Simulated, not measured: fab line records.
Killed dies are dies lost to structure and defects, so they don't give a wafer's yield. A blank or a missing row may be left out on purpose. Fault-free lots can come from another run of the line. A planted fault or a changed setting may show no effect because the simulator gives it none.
Shared-tool check + flow n5 finfet + 9 lots and 27 wafers in the sample

## THE REASON FOR OPENING IT
Of 9 lots, 2 have the reading VD_OVL flagged at N5_MOL_CONTACT_COAG_OVL_MEAS_41. No-fault wafers: -0.2 nm, standard deviation 0.62.
Rule: a lot is flagged in two cases, either no wafer of it has a number, or all its wafers with numbers fall more than 4 standard deviations from that mean. The rest of the lots are taken to be sound.

| lot  | measured     | on         | VD_OVL (nm), wafer by wafer | flag    |
|------|--------------|------------|-----------------------------|---------|
| L423 | day 5 10:02  | overlay-02 | -1.2 -0.5 -0.3              |         |
| L424 | day 5 13:52  | overlay-01 | 0.0 -0.3 -0.1               |         |
| L429 | day 7 00:07  | overlay-02 | -0.1 -0.8 -0.6              |         |
| L432 | day 7 18:13  | overlay-01 | 0.0 0.3 0.0                 |         |
| L438 | day 9 06:17  | overlay-01 | 6.7 5.7 6.0                 | FLAGGED |
| L440 | day 9 15:13  | overlay-02 | 4.9 5.6 5.7                 | FLAGGED |
| L442 | day 10 03:43 | overlay-02 | 0.1 -0.3 -0.5               |         |
| L443 | day 10 07:31 | overlay-01 | -1.2 -0.8 -0.7              |         |
| L445 | day 11 02:38 | overlay-02 | -1.1 -0.5 -1.0              |         |
Average over the flagged lots: 5.8 nm; offset from the usual +6.0 nm, equal to +10 standard deviations.

## WHICH TOOL RAN EACH LOT
Before the reading, the record contains 3 process steps out of a 1938-step route. Every cell lists first the tool, next ch and the chambers used by the sampled wafers, and last the start.
| lot  | flag    | N5_MOL_CONTACT_COAG_ETCHBACK_135   | N5_MOL_CONTACT_COAG_STRIP_96       | N5_MOL_CONTACT_COAG_EXPOSE_37     |
|------|---------|------------------------------------|------------------------------------|-----------------------------------|
| L423 |         | rie diel-03 ch 0,1, day 5 09:11    | rie diel-03 ch 0,1, day 5 09:17    | euv scanner-01 ch 0, day 5 09:52  |
| L424 |         | rie diel-01 ch 1,2,3, day 5 13:01  | rie diel-01 ch 1,2,3, day 5 13:07  | euv scanner-02 ch 0, day 5 13:41  |
| L429 |         | rie diel-01 ch 0,1,3, day 6 23:23  | rie diel-01 ch 0,1,3, day 6 23:29  | euv scanner-01 ch 0, day 6 23:56  |
| L432 |         | rie diel-04 ch 0,2,3, day 7 17:23  | rie diel-04 ch 0,2,3, day 7 17:29  | euv scanner-02 ch 0, day 7 18:02  |
| L438 | FLAGGED | rie diel-01 ch 0,1,3, day 9 05:26  | rie diel-01 ch 0,1,3, day 9 05:32  | euv scanner-02 ch 0, day 9 06:07  |
| L440 | FLAGGED | rie diel-03 ch 0,1,3, day 9 14:30  | rie diel-03 ch 0,1,3, day 9 14:36  | euv scanner-02 ch 0, day 9 15:02  |
| L442 |         | rie diel-03 ch 0,1,3, day 10 03:00 | rie diel-03 ch 0,1,3, day 10 03:06 | euv scanner-01 ch 0, day 10 03:32 |
| L443 |         | rie diel-01 ch 0,1,2, day 10 06:47 | rie diel-01 ch 0,1,2, day 10 06:53 | euv scanner-01 ch 0, day 10 07:21 |
| L445 |         | rie diel-01 ch 0,1,3, day 11 01:47 | rie diel-01 ch 0,1,3, day 11 01:53 | euv scanner-01 ch 0, day 11 02:27 |
These steps, and what they do:
- N5_MOL_CONTACT_COAG_ETCHBACK_135: etches SiO2 in CHF3, target depth 25 nm, time 16.7 s.
- N5_MOL_CONTACT_COAG_STRIP_96: strips in N2/H2.
- N5_MOL_CONTACT_COAG_EXPOSE_37: exposes mask VD, defocus 0 nm.
- N5_MOL_CONTACT_COAG_OVL_MEAS_41

## FLAGGED AGAINST TOTAL, ONE TOOL AT A TIME (gauges that did the reading follow at the end)
| step                             | tool           | lots run | flagged | share of the flagged lots | sound lots run after its first flagged lot |
|----------------------------------|----------------|----------|---------|---------------------------|--------------------------------------------|
| N5_MOL_CONTACT_COAG_ETCHBACK_135 | rie diel-01    | 5        | 1       | some                      | 2 (L443,L445)                              |
| N5_MOL_CONTACT_COAG_ETCHBACK_135 | rie diel-03    | 3        | 1       | some                      | 1 (L442)                                   |
| N5_MOL_CONTACT_COAG_ETCHBACK_135 | rie diel-04    | 1        | 0       | none                      | -                                          |
| N5_MOL_CONTACT_COAG_STRIP_96     | rie diel-01    | 5        | 1       | some                      | 2 (L443,L445)                              |
| N5_MOL_CONTACT_COAG_STRIP_96     | rie diel-03    | 3        | 1       | some                      | 1 (L442)                                   |
| N5_MOL_CONTACT_COAG_STRIP_96     | rie diel-04    | 1        | 0       | none                      | -                                          |
| N5_MOL_CONTACT_COAG_EXPOSE_37    | euv scanner-01 | 5        | 0       | none                      | -                                          |
| N5_MOL_CONTACT_COAG_EXPOSE_37    | euv scanner-02 | 4        | 2       | all                       | 0                                          |
| N5_MOL_CONTACT_COAG_OVL_MEAS_41  | overlay-01     | 4        | 1       | some                      | 1 (L443)                                   |
| N5_MOL_CONTACT_COAG_OVL_MEAS_41  | overlay-02     | 5        | 1       | some                      | 2 (L442,L445)                              |

## WHAT THE TABLE ALLOWS
Rows of the table that ran each flagged lot: 1, that is euv scanner-02 at N5_MOL_CONTACT_COAG_EXPOSE_37.
- euv scanner-02 at N5_MOL_CONTACT_COAG_EXPOSE_37: 2 of its 4 lots flagged. It ran its last sound lot, L432, at day 7 18:02 and its first flagged lot, L438, at day 9 06:07: a fault with its onset between the two fits.
Just one tool remains: euv scanner-02 at N5_MOL_CONTACT_COAG_EXPOSE_37.

## WHAT THE SIMULATOR HAD INSERTED
Scanner matching overlay: euv scanner-02, from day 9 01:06 on, at N5_MOL_CONTACT_COAG_EXPOSE_37. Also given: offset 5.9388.
Lots struck among those shown: L438, L440. The rule above reached the same finding.
